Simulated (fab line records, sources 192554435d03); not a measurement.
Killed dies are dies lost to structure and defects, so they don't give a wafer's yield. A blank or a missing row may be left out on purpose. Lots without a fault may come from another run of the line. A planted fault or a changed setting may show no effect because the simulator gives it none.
Chamber matching | flow n5_finfet | N5_BEOL_M0_SAQP_PECVD_00 on pecvd-04: 3 sister chambers
The step deposits SiCN from 3MS/NH3, target thk 8 nm, time 14 s. 14 wafers are shown with their chamber, then 7 later ones without.

WAFERS WITH THEIR CHAMBER
wafer  | chamber | showerhead_plenum_p_Torr (Torr) | throttle_valve_pct (%)
L078.4 | 1       | 3.644                           | 9.7
L078.5 | 0       | 3.655                           | 8.9
L078.6 | 2       | 3.650                           | 9.4
L084.1 | 2       | 3.652                           | 9.8
L084.2 | 0       | 3.667                           | 9.0
L084.4 | 1       | 3.629                           | 9.5
L086.2 | 0       | 3.656                           | 8.9
L086.4 | 0       | 3.661                           | 9.1
L086.5 | 2       | 3.660                           | 9.9
L088.4 | 1       | 3.636                           | 9.2
L088.5 | 0       | 3.658                           | 8.7
L088.6 | 2       | 3.647                           | 10.0
L089.2 | 1       | 3.631                           | 9.3
L089.5 | 0       | 3.655                           | 9.1

SIGNATURES (means of the wafers above)
reading                  | chamber 0 | chamber 1 | chamber 2 | scatter within a chamber
showerhead_plenum_p_Torr | 3.65867   | 3.63500   | 3.65225   | 0.00553
throttle_valve_pct       | 8.950     | 9.425     | 9.775     | 0.207
Rule: a wafer's distance from a chamber is the root of the sum, over the readings, of the square of ((its reading less the chamber's mean) divided by the reading's scatter). The wafer belongs to the nearest chamber; if the next one is less than 2 further off, it can't be placed. The scatter: the root of (the sum of the squares of (reading less its chamber's mean) over the shown wafers, divided by (wafers less chambers)).

WAFERS WITHOUT THEIR CHAMBER
wafer  | showerhead_plenum_p_Torr (Torr) | throttle_valve_pct (%)
L089.6 | 3.630                           | 9.5
L092.2 | 3.667                           | 10.0
L092.4 | 3.656                           | 9.2
L092.5 | 3.627                           | 9.4
L096.1 | 3.657                           | 9.1
L096.4 | 3.662                           | 9.8
L096.6 | 3.633                           | 9.3

WHICH CHAMBER EACH WENT THROUGH
wafer  | from the rows above     | in truth
L089.6 | 1                       | 1
L092.2 | 2                       | 2
L092.4 | can't be placed: 0 or 2 | 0
L092.5 | 1                       | 1
L096.1 | 0                       | 0
L096.4 | 2                       | 2
L096.6 | 1                       | 1
Placed correctly: 6 of 7. Can't be placed from these rows: 1 (the true chamber is among the candidates in 1). Placed wrongly: 0.
